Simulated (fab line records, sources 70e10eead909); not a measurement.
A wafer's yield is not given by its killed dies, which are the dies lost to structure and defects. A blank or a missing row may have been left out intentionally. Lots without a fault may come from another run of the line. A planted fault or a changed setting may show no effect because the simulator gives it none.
2 desks, one fault    flow nand harc    what lay behind the numbers comes last; until then each desk has only its own

## FOR THE TOOL OWNER'S DESK: rie metal-02
The tool's own readings at NHARC_THIN_TSV_ETCH_59 (etches the open film in Cl2/BCl3, target depth 880 nm, time 138.1 s): means of the sampled wafers that have a number, for each lot that ran on this tool. Any lot whose mean is over 4 standard deviations away from the usual mean is out of limits and marked OUT; that distance is given in the brackets.
Columns: A = bcl3 flow sccm at NHARC_THIN_TSV_ETCH_59, usual 30.00 sccm; B = drypump motor current A at NHARC_THIN_TSV_ETCH_59, usual 5.6 A; C = mfc cl2 sccm at NHARC_THIN_TSV_ETCH_59, usual 59.97 sccm; D = oes product au at NHARC_THIN_TSV_ETCH_59, usual 0.999 a.u.; E = run length s at NHARC_THIN_TSV_ETCH_59, usual 159.0 s; F = throttle valve pct at NHARC_THIN_TSV_ETCH_59, usual 22.264 %
lot   first seen here  A      B    C      D      E                F
L482  day 24 19:59     30.00  5.5  60.17  1.008  158.9            22.267
L488  day 26 18:06     30.01  5.6  59.83  1.010  158.9            22.260
L486  day 26 23:05     29.89  5.6  59.83  1.006  159.0            22.256
L491  day 28 05:43     30.00  5.6  59.87  1.013  158.5            22.264
L492  day 29 01:05     29.97  5.6  59.93  1.004  158.8            22.258
L494  day 30 01:20     29.95  5.6  59.83  1.007  137.7 (-55) OUT  22.262
L496  day 30 08:08     29.97  5.7  59.82  1.003  137.6 (-55) OUT  22.257
This desk finds L494, L496 out of limits, L494 being first, at day 30 01:20 (run length s at NHARC_THIN_TSV_ETCH_59). In limits: L482, L488, L486, L491, L492.

## THE METROLOGY DESK
What the gauges read, lot by lot, whatever tool the lot ran on: means of the sampled wafers that have a number. Any lot whose mean is over 4 standard deviations away from the usual mean is out of limits and marked OUT; that distance is given in the brackets.
Columns: A = cd nm at NHARC_THIN_TSV_CD_MEAS_37, usual 4999 nm
lot   first seen here  A
L481  day 24 14:06     5001
L482  day 24 21:09     4998
L480  day 24 22:26     4999
L483  day 24 23:26     4998
L488  day 26 19:16     4997
L486  day 27 00:15     4999
L487  day 27 04:54     4996
L489  day 27 19:20     4996
L491  day 28 06:52     5000
L492  day 29 02:08     4998
L494  day 30 02:29     5001
L493  day 30 03:33     5003
L496  day 30 09:17     5003
L503  day 33 23:48     4996
This desk's finding: nothing out of limits on any of the 14 lots.

## TAKEN TOGETHER
The tool owner's desk had the chance to raise an alarm at day 30 01:20 on L494, L496.
At the metrology desk, nothing out of limits was observed.
The metrology desk holds a record of L494, L496, inside its limits.
All the named lots went through NHARC_THIN_TSV_ETCH_59 on rie metal-02.

## WHAT WAS PUT IN BY THE SIMULATOR
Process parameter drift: rie metal-02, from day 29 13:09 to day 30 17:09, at NHARC_THIN_TSV_ETCH_59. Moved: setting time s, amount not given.
Struck lots among those shown: L494, L496.
Time in hours from fault onset to the first out-of-limits reading at each desk: the tool owner's desk, 12.
